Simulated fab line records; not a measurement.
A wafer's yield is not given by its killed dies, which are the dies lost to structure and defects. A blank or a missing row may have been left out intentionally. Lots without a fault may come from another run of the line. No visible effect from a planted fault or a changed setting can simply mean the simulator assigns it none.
The same fault as seen by 3 desks || flow n5Finfet || each desk has only its own numbers; what lay behind them comes last

## METROLOGY DESK
What the gauges read, lot by lot, whatever tool the lot ran on: means of the sampled wafers that have a number. Marked OUT: a lot whose mean sits more than 4 standard deviations from the usual mean, which makes it out of limits; the brackets give that distance. Shown here are 7 of its 12 readings, the ones lying furthest out on some lot.
Columns: A = cdNm at N5_BEOL_M1_CD_MEAS_11, usual 17.11 nm; B = M1_OVL at N5_BEOL_M1_OVL_MEAS_12, usual -0.4 nm; C = IOFF_P at N5_BEOL_M4_RC_MEAS_101, usual 0.21 nA/um; D = ION_P at N5_BEOL_M4_RC_MEAS_101, usual 464 uA/um; E = SS_N at N5_BEOL_M4_RC_MEAS_101, usual 71.5 mV/dec; F = VT_N at N5_BEOL_M4_RC_MEAS_101, usual 249 mV; G = VT_P at N5_BEOL_M4_RC_MEAS_101, usual -250 mV
{"lot": "L545", "first seen here": "day 6 21:02", "A": 16.96, "B": -1.6, "C": 0.20, "D": 461, "E": 71.8, "F": 251, "G": -251}
{"lot": "L546", "first seen here": "day 6 21:55", "A": 17.13, "B": -0.1, "C": 0.19, "D": 462, "E": 71.1, "F": 253, "G": -253}
{"lot": "L552", "first seen here": "day 8 11:54", "A": 17.32, "B": -0.4, "C": 0.21, "D": 461, "E": 71.6, "F": 248, "G": -251}
{"lot": "L563", "first seen here": "day 11 07:15", "A": 16.69, "B": -0.7, "C": 0.26, "D": 473, "E": 71.1, "F": 247, "G": -243}
{"lot": "L564", "first seen here": "day 11 09:47", "A": 17.15, "B": 0.2, "C": 0.25, "D": 476, "E": 72.3, "F": 248, "G": -247}
Finding of this desk: none of the 5 lots has anything out of limits.

## THE DEFECT DESK
What the inspections along the route counted, lot by lot: means of the sampled wafers that have a number. Marked OUT: a lot whose mean sits more than 4 standard deviations from the usual mean, which makes it out of limits; the brackets give that distance.
Columns: A = rawDefectCount at N5_BEOL_M1_INSPECT_13, usual 380
{"lot": "L545", "first seen here": "day 6 21:08", "A": 332}
{"lot": "L546", "first seen here": "day 6 22:01", "A": 314}
{"lot": "L552", "first seen here": "day 8 11:59", "A": 336}
{"lot": "L563", "first seen here": "day 11 07:20", "A": 346}
{"lot": "L564", "first seen here": "day 11 09:52", "A": 306}
Finding of this desk: none of the 5 lots has anything out of limits.

## DESK OF THE TOOL OWNER: rieDiel-01
The tool's own readings at N5_BEOL_M1_ETCH_64 (etches SOC in N2/H2, target depth 75 nm, overetch 15 nm, time 112.5 s): means of the sampled wafers that have a number, for each lot that ran on this tool. Marked OUT: a lot whose mean sits more than 4 standard deviations from the usual mean, which makes it out of limits; the brackets give that distance.
Columns: A = drypumpMotorCurrentA at N5_BEOL_M1_ETCH_64, usual 5.7 A; B = oesProductAu at N5_BEOL_M1_ETCH_64, usual 0.64 a.u.; C = rfVppV at N5_BEOL_M1_ETCH_64, usual 523.6 V; D = showerheadPlenumPTorr at N5_BEOL_M1_ETCH_64, usual 2.53 Torr; E = throttleValvePct at N5_BEOL_M1_ETCH_64, usual 17.79 %
{"lot": "L546", "first seen here": "day 6 22:15", "A": 6.3, "B": 0.74, "C": 522.4, "D": 2.50, "E": 17.57}
{"lot": "L552", "first seen here": "day 8 12:06", "A": 4.9, "B": 0.62, "C": 524.3, "D": 2.56, "E": 17.74}
Finding of this desk: none of the 2 lots has anything out of limits.

## TAKEN TOGETHER
From the metrology desk's view, nothing was out of limits.
The defect desk saw nothing out of limits.
The tool owner's desk saw nothing out of limits.

## WHAT HAD BEEN PUT IN BY THE SIMULATOR
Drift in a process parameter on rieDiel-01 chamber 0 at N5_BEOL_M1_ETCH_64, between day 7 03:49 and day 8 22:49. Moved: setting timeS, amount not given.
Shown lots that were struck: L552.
